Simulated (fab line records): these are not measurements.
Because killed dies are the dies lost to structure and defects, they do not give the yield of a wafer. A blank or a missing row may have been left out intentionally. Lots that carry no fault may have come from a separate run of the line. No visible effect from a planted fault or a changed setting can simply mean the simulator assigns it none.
fab line records | flow n5Finfet
[record] lots = 12 wafers = 32 lastDay = 18
route steps=1938 shown BEOL_M10@1530 BEOL_M11@1540 PASSIVATION@1936
lots with no fault: from the same line, run without faults
startH: the number of hours between the record's first day and the start of the first shown wafer of the lot | waitH: time in hours since the lot's previous step | " the same as in the row above | L1.1+2: a single row standing in for several wafers | - value missing, or start not given | * or withheld: withheld | < > ~ a bound
route shown NAME@n: NAME is a module with steps in the file, n the number in the route of the first one | usual: mean/standard deviation of fault-free wafers | same: alike in all rows | chamber/n: place in a boat | sites: each site's reading | _std_site: their standard deviation | _edge_site: inner sites' mean taken away from outer sites' mean | radiusMm: how far each site lies from the wafer's centre | mask NAME#n: copy n | behind: tool/chamber where the wafer was last shaped | hold: the reason the lot was held/the length of the hold in hours/how it ended | device: the n, p or np transistor that did not switch | end of line: the route-end tests of the same wafers | a step without rows: its recipe alone | killed: dies lost to structure and defects at the first sort, not the wafer's yield | map: the dies of a wafer, with x for killed, . for not killed, _ for no die there
set.NAME: the setting the step ran with; set.NAME@STEP: the setting that earlier step ran with | model.NAME: the simulator's own value behind a step, which no gauge read
steps of the route over a sample of lots; a table a step, a row a wafer
services: a tool's chamber out of use, with start hour (startH, from the record's first day; less than 0 if before it), hours out, and reason
[[steps]]
[step N5_BEOL_M10_CMP_52]
[recipe] stopOn = SiCOH_lowk tOverpolishS = 7 downForcePsi = 1 platenRpm = 50 clearingPlatenDownForcePsi = 1.5 clearingPlatenRpm = 50 postCmpClean = cuAlkaline targetThkNm = 140 clearingPlatenPadVelocityMS = 0.99484 padVelocityMS = 0.99484
[usual] barrierFieldEndpointS = 28.9/0.79 motorCurrentA = 6.1/0.6 overpolishRunS = 7.000/0.01 padLifeWafers = 912/540 slurryFilterDpKPa = 13.50/0.14 timeToEndpointS = 65/3.8
[same] tOverpolishS = 7
// columns lot.wafer tool chamber startH waitH barrierFieldEndpointS motorCurrentA overpolishRunS padLifeWafers slurryFilterDpKPa timeToEndpointS
L536.1 cmp-03 3 243.81 0.3 29.2 5.8 6.982 679 13.53 65
L536.6 " 2 " " 29.4 6.3 6.994 - 13.62 67
L540.3 cmp-02 1 255.86 0.2 27.2 6.0 6.994 2058 13.73 64
L540.1 " 3 " " 28.8 5.5 6.987 2060 13.71 71
L539.1 cmp-03 2 260.77 0.5 28.4 5.9 6.986 901 13.47 66
L539.3 " 0 " " 27.4 5.8 7.000 903 13.60 66
L539.6 " 2 " " 28.1 6.3 6.984 - 13.50 66
L541.4 cmp-02 2 274.18 0.2 29.8 6.2 6.999 139 13.20 72
L541.5 " 2 " " 29.8 5.7 7.000 - 13.62 71
L550.1 cmp-03 2 325.16 0.5 28.5 6.1 7.008 1441 13.72 64
L550.4 " 3 " " 30.3 6.0 6.988 1442 13.44 71
L550.6 " 1 " " 29.7 7.2 6.975 - 13.54 69
L552.1 cmp-03 3 341.91 0.3 29.8 6.0 7.008 1592 13.46 66
L552.6 " 1 " " 29.0 7.6 7.017 - 13.42 64
L553.4 cmp-03 3 347.64 0.1 29.2 5.8 6.986 1650 13.34 68
L553.1 " 0 " " 28.8 6.0 6.998 1651 13.58 67
L553.6 " 3 " " 29.7 5.8 7.002 - 13.48 64
L555.1 cmp-01 1 349.99 0.3 29.2 5.2 6.994 762 13.71 66
L555.2 " 2 " " 28.2 6.4 7.021 763 13.45 64
L555.5 " 1 " " 30.5 5.1 6.990 - 13.68 68
L557.2 cmp-02 1 353.15 0.2 26.6 6.2 7.000 732 13.37 58
L557.1 " 0 " " 28.4 6.7 6.985 735 13.41 64
L557.6 " 2 " " 29.5 5.8 7.001 - 13.53 72
L554.4 cmp-02 1 353.95 0.2 27.6 6.5 7.001 745 13.28 59
L554.3 " 3 " " 28.2 5.5 6.992 747 13.39 65
L554.5 " 0 " " 27.8 6.7 7.001 - 13.46 62
L556.1 cmp-01 2 372.61 0.3 28.9 6.5 7.002 919 13.50 62
L556.2 " 0 " " 29.4 6.2 7.006 921 13.65 67
L556.5 " 1 " " 30.2 5.5 6.979 - 13.33 67
L558.1 cmp-01 3 377.60 0.3 28.3 5.4 6.994 954 13.38 64
L558.3 " 2 " " 28.3 6.4 6.999 957 13.70 61
L558.5 " 0 " " 29.4 6.4 6.998 - 13.65 66
[step N5_BEOL_M11_HM_DEP_02]
[recipe] material = TiN targetThkA = 200 tempC = 25 chamberPressurePa = 0.49996
[usual] throttleValvePct = 29.7/0.99
// columns lot.wafer tool chamber startH waitH throttleValvePct
L536.1 pvdSputter-03 - 248.96 4.0 30.2
L536.6 " - " " 28.7
L540.1 pvdSputter-03 - 258.10 1.1 30.6
L540.3 " - " " 29.8
L539.1 pvdSputter-03 - 262.96 0.6 30.8
L539.3 " - " " 28.8
L539.6 " - " " 29.7
L541.4 pvdSputter-03 - 277.30 2.0 28.7
L541.5 " - " " 31.0
L550.1 pvdSputter-01 - 328.81 2.5 29.2
L550.4 " - " " 27.7
L550.6 " - " " 31.0
L552.1 pvdSputter-03 - 344.24 1.3 28.5
L552.6 " - " " 30.1
L553.1 pvdSputter-02 - 349.54 0.6 30.2
L553.4 " - " " 30.1
L553.6 " - " " 29.4
L555.1 pvdSputter-02 - 352.46 0.8 29.2
L555.2 " - " " 30.3
L555.5 " - " " 28.6
L557.1 pvdSputter-03 - 355.41 1.1 30.9
L557.2 " - " " 29.5
L557.6 " - " " 29.8
L554.3 pvdSputter-03 - 356.05 1.0 29.9
L554.4 " - " " 28.9
L554.5 " - " " 30.7
L556.1 pvdSputter-02 - 374.51 0.8 28.9
L556.2 " - " " 29.2
L556.5 " - " " 30.5
L558.1 pvdSputter-01 - 382.29 3.5 31.4
L558.3 " - " " 31.0
L558.5 " - " " 27.7
[step N5_BEOL_M11_HM_OPEN_17]
[recipe] chemistry = Cl2/BCl3 targetDepthA = 200 overetchA = 60 target = TiN maskMaterial = SOC ionEnergyEv = 150 pressureMtorr = 10 icpW = 1000 biasW = 126 Cl2_flow_sccm = 53.25 bcl3FlowSccm = 21.75 Ar_flow_sccm = 25
[usual] drypumpMotorCurrentA = 5.9/0.35 heBacksideLeakSccm = 3.50/0.22 oesProductAu = 0.64/0.057 throttleValvePct = 22.1/0.38
// columns lot.wafer tool chamber startH waitH drypumpMotorCurrentA heBacksideLeakSccm oesProductAu rfHoursCounterH throttleValvePct
L536.1 rieMetal-01 0 249.81 0.0 5.7 3.66 0.55 105 22.5
L536.6 " 0 " " 5.7 3.74 0.55 - 22.4
L540.1 rieMetal-01 0 258.83 0.0 5.7 3.64 0.55 106 22.5
L540.3 " 1 " " 5.5 3.59 0.66 - 21.9
L539.1 rieMetal-02 1 263.70 0.0 5.5 3.56 0.64 57 22.2
L539.3 " 1 " " 5.4 3.54 0.38 - 22.7
L539.6 " 1 " " 5.5 3.35 0.64 - 22.2
L541.4 rieMetal-02 1 278.54 0.1 5.5 3.78 0.39 - 22.7
L541.5 " 0 " " 5.8 3.12 0.74 - 21.9
L550.1 rieMetal-03 1 329.67 0.0 6.4 3.39 0.58 80 21.5
L550.4 " 1 " " 6.4 3.46 0.59 - 21.5
L550.6 " 1 " " 6.4 3.44 0.58 - 21.5
L552.1 rieMetal-03 0 344.97 0.0 6.2 3.37 0.65 48 22.5
L552.6 " 0 " " 6.2 3.78 0.66 - 22.5
L553.1 rieMetal-03 1 350.39 0.0 6.4 3.34 0.58 83 21.5
L553.4 " 1 " " 6.4 3.47 0.58 - 21.5
L553.6 " 0 " " 6.2 3.61 0.65 - 22.5
L555.1 rieMetal-02 0 353.64 0.0 5.8 3.04 0.73 18 21.9
L555.2 " 1 " " 5.5 3.52 0.62 67 22.2
L555.5 " 0 " " 5.8 3.10 0.72 - 21.9
L557.1 rieMetal-03 1 356.68 0.0 6.4 3.48 0.58 83 21.5
L557.2 " 0 " " 6.1 3.82 0.66 49 22.5
L557.6 " 0 " " 6.1 3.76 0.65 - 22.5
L554.3 rieMetal-02 1 357.27 0.1 5.5 3.28 0.62 - 22.2
L554.4 " 0 " " 5.8 3.36 0.71 - 22.0
L554.5 " 1 " " 5.5 3.69 0.62 - 22.3
L556.1 rieMetal-02 1 375.25 0.0 5.5 3.72 0.61 68 22.3
L556.2 " 0 " " 5.8 3.37 0.71 19 21.9
L556.5 " 1 " " 5.5 3.76 0.61 - 22.3
L558.1 rieMetal-03 1 383.18 0.0 6.4 3.29 0.58 86 21.5
L558.3 " 0 " " 6.2 3.44 0.65 - 22.5
L558.5 " 0 " " 6.1 3.43 0.65 - 22.5
[step N5_BEOL_M11_CD_MEAS_28]
[recipe] targetCdNm = 70 landingEnergyEv = 500 detector = seInlens polarity = opening
[usual] cdNm = 69.4/1.1
[same] landingEnergyEv = 500
// columns lot.wafer tool chamber startH waitH cdNm
L536.1 cdSem-03 0 251.73 - 69.2
L536.6 " 0 " " 68.8
L540.1 cdSem-03 0 259.44 - 70.8
L540.3 " 0 " " 70.0
L539.1 cdSem-02 0 265.33 - 69.7
L539.3 " 0 " " 68.0
L539.6 " 0 " " 69.7
L541.4 cdSem-02 0 279.22 - 69.4
L541.5 " 0 " " 70.3
L550.1 cdSem-03 0 331.97 - 68.5
L550.4 " 0 " " 69.6
L550.6 " 0 " " 68.8
L552.1 cdSem-02 0 347.19 - 67.0
L552.6 " 0 " " 69.7
L553.1 cdSem-02 0 351.75 - 68.8
L553.4 " 0 " " 67.9
L553.6 " 0 " " 69.8
L555.1 cdSem-02 0 355.06 - 68.2
L555.2 " 0 " " 68.8
L555.5 " 0 " " 68.8
L554.3 cdSem-03 0 358.73 - 67.3
L554.4 " 0 " " 68.0
L554.5 " 0 " " 67.6
L557.1 cdSem-02 0 360.27 - 68.2
L557.2 " 0 " " 69.2
L557.6 " 0 " " 68.8
L556.1 cdSem-03 0 375.76 - 68.2
L556.2 " 0 " " 70.0
L556.5 " 0 " " 68.1
L558.1 cdSem-01 0 383.75 - 69.7
L558.3 " 0 " " 67.1
L558.5 " 0 " " 69.1
[step N5_BEOL_M11_INSPECT_30]
[recipe] mode = adi inspectInstrument = brightfield
[usual] rawDefectCount = 398/79
// columns lot.wafer tool chamber startH waitH rawDefectCount
L536.1 defectInspect-01 - 251.80 0.0 291
L536.6 " - " " 287
L540.1 defectInspect-02 - 259.49 0.0 411
L540.3 " - " " 450
L539.1 defectInspect-02 - 265.38 0.0 364
L539.3 " - " " 498
L539.6 " - " " 381
L541.4 defectInspect-02 - 279.27 0.0 429
L541.5 " - " " 393
L550.1 defectInspect-02 - 332.03 0.0 316
L550.4 " - " " 387
L550.6 " - " " 364
L552.1 defectInspect-01 - 347.24 0.0 418
L552.6 " - " " 340
L553.1 defectInspect-01 - 351.81 0.0 344
L553.4 " - " " 365
L553.6 " - " " 452
L555.1 defectInspect-01 - 355.11 0.0 391
L555.2 " - " " 455
L555.5 " - " " 356
L554.3 defectInspect-01 - 358.78 0.0 425
L554.4 " - " " 395
L554.5 " - " " 380
L557.1 defectInspect-02 - 360.32 0.0 487
L557.2 " - " " 342
L557.6 " - " " 376
L556.1 defectInspect-01 - 375.81 0.0 468
L556.2 " - " " 463
L556.5 " - " " 506
L558.1 defectInspect-02 - 383.80 0.0 294
L558.3 " - " " 351
L558.5 " - " " 372
[step N5_PASSIVATION_PROBE_49]
[usual] defectLimitedYield = 91.3/1.4 killed_at_M0_to_M3 = 33/9.9 killed_at_M4_up = 15/5.6 killedAtContacts = 13/5.7 killedAtFrontEnd = 38/12 killedAtOther = 4/3.1 killedDies = 103/17 killedOpen = 66/13 killedShort = 32/7.8 sort_bin_4_leakage = 0.02/0.16 sort_bin_5_function = 5.1/0.95 sort_bin_6_memory = 3.2/0.68 sort_bin_8_speed = 0.02/0.22 sortNPass = 1077/17 sortYieldPct = 91.3/1.5
[same] grossDies = 1180 killedAtBackSide = 0
// columns lot.wafer tool chamber startH waitH defectLimitedYield[%] killed_at_M0_to_M3 killed_at_M4_up killedAtContacts killedAtFrontEnd killedAtOther killedDies killedOpen killedShort sort_bin_4_leakage[%] sort_bin_5_function[%] sort_bin_6_memory[%] sort_bin_8_speed[%] sortNPass sortYieldPct[%]
L540.1 prober-01 - 298.65 0.0 91.0 33 20 12 39 2 106 70 33 0 5.0 3.6 0 1074 91.0
L540.3 prober-01 - 298.75 0.1 92.8 21 17 12 31 4 85 50 31 0 3.6 3.2 0 1095 92.8
L539.3 prober-01 - 305.43 0.1 88.6 34 6 35 55 5 135 87 33 0 6.3 3.9 0 1045 88.6
L553.1 prober-01 - 396.70 0.0 91.0 36 10 12 43 5 106 65 37 0 5.1 3.4 0 1074 91.0
L553.4 prober-01 - 396.85 0.2 91.8 24 14 13 37 9 97 59 37 0 4.3 3.4 0 1083 91.8
L553.6 prober-01 - 396.95 0.3 92.2 23 13 12 36 8 92 59 29 0 4.2 3.2 0 1088 92.2
L554.3 prober-01 - 408.24 0.1 90.8 27 15 10 55 2 109 71 30 0 4.8 3.9 0 1071 90.8
L554.4 prober-01 - 408.29 0.2 88.1 40 22 7 67 5 141 93 42 0 7.0 4.3 0 1039 88.1
L554.5 prober-01 - 408.34 0.2 91.1 28 19 4 49 5 105 67 35 0 5.9 2.9 0 1075 91.1
// killed by level:class
L540.1 STI_FIN_REVEAL:geometricParticle:open=12 MOL_CONTACT_COAG:geometricParticle:open=11 BEOL_M0:geometricParticle:open=8 BEOL_M2:geometricParticle:open=7 FIN_SAQP:geometricParticle:open=6 BEOL_M0:geometricParticle:short=5 FIN_SAQP:geometricParticle:short=4 GATE_CUT:geometricParticle:short=4
L540.3 MOL_CONTACT_COAG:geometricParticle:open=9 FIN_SAQP:geometricParticle:open=6 DUMMY_GATE:geometricParticle:open=6 FIN_SAQP:geometricParticle:short=5 STARTING-WAFER:geometricParticle:short=5 GATE_CUT:geometricParticle:short=3 MOL_CONTACT_COAG:geometricParticle:short=3 BEOL_M0_SAQP:geometricParticle:short=3
L539.3 MOL_CONTACT_COAG:geometricParticle:open=28 STI_FIN_REVEAL:geometricParticle:open=12 HKMG_FIN:areaEtch=12 BEOL_M0_SAQP:geometricParticle:open=9 BEOL_M1:geometricParticle:open=8 MOL_CONTACT_COAG:geometricParticle:short=7 BEOL_M0_SAQP:geometricParticle:short=7 FIN_SAQP:geometricParticle:open=6
L553.1 STI_FIN_REVEAL:geometricParticle:open=11 MOL_CONTACT_COAG:geometricParticle:open=10 FIN_SAQP:geometricParticle:short=8 BEOL_M2:geometricParticle:open=8 BEOL_M3:geometricParticle:open=6 BEOL_M0_SAQP:geometricParticle:open=5 GATE_CUT:geometricParticle:short=5 BEOL_M1:geometricParticle:open=5
L553.4 MOL_CONTACT_COAG:geometricParticle:open=12 BEOL_M3:geometricParticle:open=8 FIN_SAQP:geometricParticle:short=6 BEOL_M0_SAQP:geometricParticle:short=6 FIN_SAQP:geometricParticle:open=5 STI_FIN_REVEAL:geometricParticle:open=4 DUMMY_GATE:geometricParticle:open=4 GATE_CUT:geometricParticle:short=4
L553.6 FIN_SAQP:geometricParticle:open=11 MOL_CONTACT_COAG:geometricParticle:open=9 STI_FIN_REVEAL:geometricParticle:open=5 BEOL_M0_SAQP:geometricParticle:short=5 BEOL_M4:geometricParticle:open=5 FIN_SAQP:geometricParticle:short=4 BEOL_M0_SAQP:geometricParticle:open=4 PAD_METAL:geometricParticle:open=4
L554.3 FIN_SAQP:geometricParticle:open=12 BEOL_M1:geometricParticle:open=10 STI_FIN_REVEAL:geometricParticle:open=9 BEOL_M4:geometricParticle:open=8 FIN_SAQP:geometricParticle:short=7 MOL_CONTACT_COAG:geometricParticle:open=7 DUMMY_GATE:geometricParticle:open=6 BEOL_M0_SAQP:geometricParticle:short=6
L554.4 FIN_SAQP:geometricParticle:open=26 BEOL_M0_SAQP:geometricParticle:short=11 BEOL_M5:geometricParticle:open=10 BEOL_M1:geometricParticle:open=8 BEOL_M3:geometricParticle:open=7 BEOL_M4:geometricParticle:open=7 FIN_SAQP:geometricParticle:short=6 STI_FIN_REVEAL:geometricParticle:open=6
L554.5 FIN_SAQP:geometricParticle:open=20 BEOL_M2:geometricParticle:open=10 FIN_SAQP:geometricParticle:short=8 BEOL_M0_SAQP:geometricParticle:short=6 BEOL_M1:geometricParticle:open=6 STI_FIN_REVEAL:geometricParticle:short=5 BEOL_M4:geometricParticle:open=5 MOL_CONTACT_COAG:geometricParticle:open=3
[[services]]
// columns tool chamber startH hours kind
cmp-01 - 227.34 0.2 repair
cmp-01 - 231.05 4.0 pm
cmp-01 - 235.05 - consumableReplace:conditioner
cmp-02 - 236.62 6.2 pm
cmp-01 - 248.78 5.1 pm
cmp-02 - 250.96 0.5 repair
rieMetal-01 - 252.55 4.3 pm
cmp-01 - 253.92 8.5 pm
cmp-02 - 257.76 4.0 pm
rieMetal-01 1 259.54 2.0 repair
cmp-02 - 261.76 - consumableReplace:conditioner
cmp-02 - 261.76 - consumableReplace:pad
cmp-03 - 296.81 5.0 repair
cmp-03 - 304.61 1.0 repair
cmp-01 - 308.38 0.3 repair
cmp-01 - 313.28 1.9 repair
rieMetal-02 - 315.71 0.9 repair
cmp-02 - 324.79 3.9 repair
cmp-02 - 334.69 4.5 repair
cmp-01 - 351.30 0.3 repair
cmp-01 - 352.73 2.3 repair
rieMetal-03 - 363.58 2.8 pm
rieMetal-01 1 367.58 1.3 repair
pvdSputter-02 - 379.03 2.5 repair
[[key]]
[firstSign] step = N5_BEOL_M11_HM_OPEN_17 reading = oesProductAu direction = down sigmas = 4.5 usual = 0.64 struck = 0.39
effect none on later readings
metAt N5_BEOL_M11_HM_DEP_02
struckLots L539,L541
struckWafers L539.3,L541.4
[baselineLoss] step = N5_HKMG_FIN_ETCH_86 wafers = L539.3
notActingAt N5_BEOL_M10_CMP_52,N5_BEOL_M11_CD_MEAS_28,N5_BEOL_M11_INSPECT_30
onsetBetween 258.10 262.96
[fault] kind = processParameterDrift tool = pvdSputter-03 chamber = - onsetH = 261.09 steps = N5_BEOL_M11_HM_DEP_02 channel = targetThkA offset = * shape = step endH = 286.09 scope = struckWafersOnly actsIn = * stated = *
// baselineLoss: these wafers lose ten dies or more at that step, a loss of the line's own and not of a fault; the sort's usual values leave them out
